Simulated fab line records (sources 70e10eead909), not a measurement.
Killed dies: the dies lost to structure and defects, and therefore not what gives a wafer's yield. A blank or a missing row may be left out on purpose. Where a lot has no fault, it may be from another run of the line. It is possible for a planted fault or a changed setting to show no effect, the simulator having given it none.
What tool caused it?	flow nand harc	24 lots, 72 wafers sampled, at 1 step of a route of 1302

## WHAT EACH GAUGE READ, for each wafer
NHARC_A_CONTACT_OVL_MEAS_43.
lot	measured	on	overlay x nm (nm)	overlay y nm (nm)
L074	day 21 12:07	overlay-01	-0.4 -0.5 -0.2	-0.5 0.0 -0.3
L075	day 21 23:12	overlay-01	1.1 0.4 0.4	-0.8 -1.7 -1.1
L076	day 21 23:25	overlay-02	-1.0 -1.1 -0.9	-0.1 0.6 0.0
L077	day 23 03:47	overlay-02	1.2 0.9 1.1	-0.1 -0.6 -0.7
L078	day 23 03:57	overlay-01	1.4 0.4 1.2	-0.1 -0.2 0.2
L079	day 24 01:24	overlay-02	0.1 1.1 0.5	-0.5 -0.7 -0.5
L080	day 24 10:02	overlay-01	-0.7 -0.6 -0.6	-0.9 -1.4 -1.0
L081	day 24 10:13	overlay-01	-0.2 0.1 -0.2	-1.8 -1.4 -1.5
L082	day 24 18:54	overlay-01	0.8 0.8 0.9	0.0 0.7 0.2
L085	day 25 07:15	overlay-01	0.1 -0.4 -0.2	1.6 1.3 0.3
L084	day 25 13:06	overlay-02	-1.1 -0.2 -1.3	0.6 1.0 1.1
L083	day 25 20:25	overlay-02	0.2 0.7 1.0	0.3 1.1 0.1
L086	day 26 10:55	overlay-01	-0.7 -1.5 -0.8	2.1 1.5 1.4
L087	day 27 07:00	overlay-02	-0.6 -0.4 0.0	-1.2 -1.1 -1.3
L088	day 27 17:42	overlay-01	1.6 2.0 1.7	0.5 0.3 -0.1
L089	day 27 22:25	overlay-02	0.5 0.9 0.7	0.8 0.9 1.2
L090	day 28 03:14	overlay-02	-0.5 -1.1 -0.6	0.4 0.4 0.3
L091	day 28 03:23	overlay-01	-0.9 -1.2 -0.5	-0.6 -0.6 -0.5
L092	day 29 03:32	overlay-01	0.2 -0.1 0.6	1.3 1.7 1.4
L093	day 29 11:28	overlay-02	-0.2 -0.4 0.4	-0.1 -0.4 -0.3
L095	day 30 08:23	overlay-01	-0.2 0.4 0.1	0.1 0.4 1.0
L094	day 30 13:06	overlay-02	0.5 1.1 1.0	-1.2 -1.4 -1.0
L097	day 31 06:40	overlay-02	0.6 1.2 0.5	0.6 -0.4 -0.2
L096	day 31 06:50	overlay-02	1.2 0.9 0.5	-0.4 0.2 -0.4

## WHICH TOOL RAN EACH LOT (tool, then ch and the chambers of the sampled wafers, then the start)
The record shows no process step preceding these readings.

## AS READ BY THE TOOLS THEMSELVES (means over the sampled wafers that have a number; for cases with no such wafer, the mark the record gives instead)
The record holds no such reading with a usual standard deviation.

## THE ANSWER, worked out from the rows above alone
Rule: the lots themselves supply what counts as usual. Put in order of their means at a reading, lots are off if they are a third of the lots or fewer, leave a main group of 4 or more, and stand apart from it by a gap of 3 or more times the standard deviation of the main group's means; of several such gaps the widest counts. The tables above print the reading to a certain number of digits; a main group whose means all agree to those digits is not used. A lot without any number at a reading at which 4 lots or more have one is off too. All remaining lots with rows at the step are treated as sound. The gauges are gone through in route order, then the tools' own readings, and for those a lot's mean is taken as printed above. The first step at which some lot is off is used, and at that step the reading that is off furthest; a lot without a number counts as furthest.
No lot is off at any reading shown: from this, nothing can be told.

## WHAT HAD BEEN PUT IN BY THE SIMULATOR
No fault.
